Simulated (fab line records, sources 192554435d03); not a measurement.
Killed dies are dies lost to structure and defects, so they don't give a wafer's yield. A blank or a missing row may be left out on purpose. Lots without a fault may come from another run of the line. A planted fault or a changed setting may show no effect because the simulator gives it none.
Split-lot experiment | flow n5_finfet | 7 lots, 21 wafers read, on a route of 1938 steps

THE SPLIT
At N5_SD_EPI_P_EXPOSE_06 (exposes mask SD P BLK, target cd 240 nm), the setting dose_mj was moved away from the recipe's 39.5 on 10 of the 21 wafers read, by -6.8% to +4.1%. The other wafers ran this setting at the recipe's value.

FROM THE SPLIT TO THE READING: what the file shows between them, 2 steps
- N5_SD_EPI_P_PEB_07: peb time 60 s
- N5_SD_EPI_P_DEVELOP_08: develop time 30 s

THE READING
cd_nm, in nm, at N5_SD_EPI_P_CD_MEAS_09 (target cd 240 nm). Fault-free wafers of this fab line usually give 240.0 nm, standard deviation 0.82 nm.

wafer  | tool, chamber at the split | dose_mj as run | against the recipe | cd_nm, nm | against lot-mates on the recipe
L074.2 | arfi_scanner-03, 0         | 39.5           | recipe             | 239.9     | -
L074.3 | arfi_scanner-03, 0         | 40.74          | +3.1%              | 242.0     | +2.1
L074.5 | arfi_scanner-03, 0         | 40.74          | +3.1%              | 242.1     | +2.2
L081.1 | arfi_scanner-01, 0         | 39.5           | recipe             | 238.6     | -
L081.2 | arfi_scanner-01, 0         | 39.5           | recipe             | 239.8     | -
L081.4 | arfi_scanner-01, 0         | 39.5           | recipe             | 240.2     | -
L086.3 | arfi_scanner-01, 0         | 41.11          | +4.1%              | 242.7     | +3.6
L086.5 | arfi_scanner-01, 0         | 39.5           | recipe             | 239.1     | -
L086.6 | arfi_scanner-01, 0         | 41.11          | +4.1%              | 243.1     | +4.0
L087.3 | arfi_scanner-02, 0         | 39.5           | recipe             | 240.7     | -
L087.4 | arfi_scanner-02, 0         | 37.2           | -5.8%              | 234.9     | -5.9
L087.5 | arfi_scanner-02, 0         | 39.5           | recipe             | 241.0     | -
L089.3 | arfi_scanner-01, 0         | 36.8           | -6.8%              | 236.6     | -5.1
L089.4 | arfi_scanner-01, 0         | 36.8           | -6.8%              | 235.3     | -6.4
L089.6 | arfi_scanner-01, 0         | 39.5           | recipe             | 241.7     | -
L090.2 | arfi_scanner-01, 0         | 39.5           | recipe             | 241.8     | -
L090.3 | arfi_scanner-01, 0         | 36.84          | -6.7%              | 236.5     | -4.1
L090.6 | arfi_scanner-01, 0         | 39.5           | recipe             | 239.4     | -
L093.3 | arfi_scanner-01, 0         | 37.38          | -5.4%              | 236.6     | -3.7
L093.4 | arfi_scanner-01, 0         | 37.38          | -5.4%              | 236.7     | -3.6
L093.6 | arfi_scanner-01, 0         | 39.5           | recipe             | 240.3     | -

THE FIT
A straight line over all 21 wafers: cd_nm changes by +0.653 nm for each +1% of dose_mj; r = +0.94; the points scatter about the line by 0.86 nm.
The same after taking each lot's own level away (the mean of its wafers on the recipe; 21 wafers): +0.796 nm for each +1%; r = +0.97; scatter 0.74 nm.
On that fit, the largest move of dose_mj shifts the reading by 5.4 nm.
The lots' own levels span 239.10 to 241.70 nm, that is 3.2 times the standard deviation above.
So the lot-to-lot level changes the slope: the two fits differ.
Check: with one of the wafers moved furthest among these (-6.8%) left out of the fit, the line predicts -5.46 nm for it against its lot-mates. It came out at -5.1 nm against them.

THE WHOLE CHAIN: every reading that the file lists as answering this split, in the file's order
step                     | what it does                                            | reading                                                         | change (the file's fit)               | r (the file's)
N5_SD_EPI_P_CD_MEAS_09   | target cd 240 nm                                        | cd_nm                                                           | +0.791 nm for each +1% of the setting | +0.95
N5_SD_EPI_P_DESCUM_14    | chemistry O2, time 7.9 s                                | SD_EPI_P.cd_nm (the simulator's own value, which no gauge read) | +0.781 nm for each +1% of the setting | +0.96
N5_SD_EPI_P_ETCH_36      | etches SiARC in CF4, target depth 45.5 nm, time 75.8 s  | SD_EPI_P.cd_nm (the simulator's own value, which no gauge read) | +0.792 nm for each +1% of the setting | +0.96
N5_SD_EPI_P_ETCH_37      | etches SOC in N2/H2, overetch 108 nm, time 486 s        | SD_EPI_P.cd_nm (the simulator's own value, which no gauge read) | +0.874 nm for each +1% of the setting | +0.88
N5_SD_EPI_P_ETCH_47      | etches SiOCN in CH3F/O2, target depth 25 nm             | SD_EPI_P.cd_nm (the simulator's own value, which no gauge read) | +0.88 nm for each +1% of the setting  | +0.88
N5_SD_EPI_P_SD_RECESS_17 | chemistry HBr/Cl2/O2, target depth 39.1 nm, bt time 3 s | SD_EPI_P.cd_nm (the simulator's own value, which no gauge read) | +0.885 nm for each +1% of the setting | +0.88

THE FILE'S OWN FIT
cd_nm changes by +0.791 nm for each +1% of dose_mj, r = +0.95.
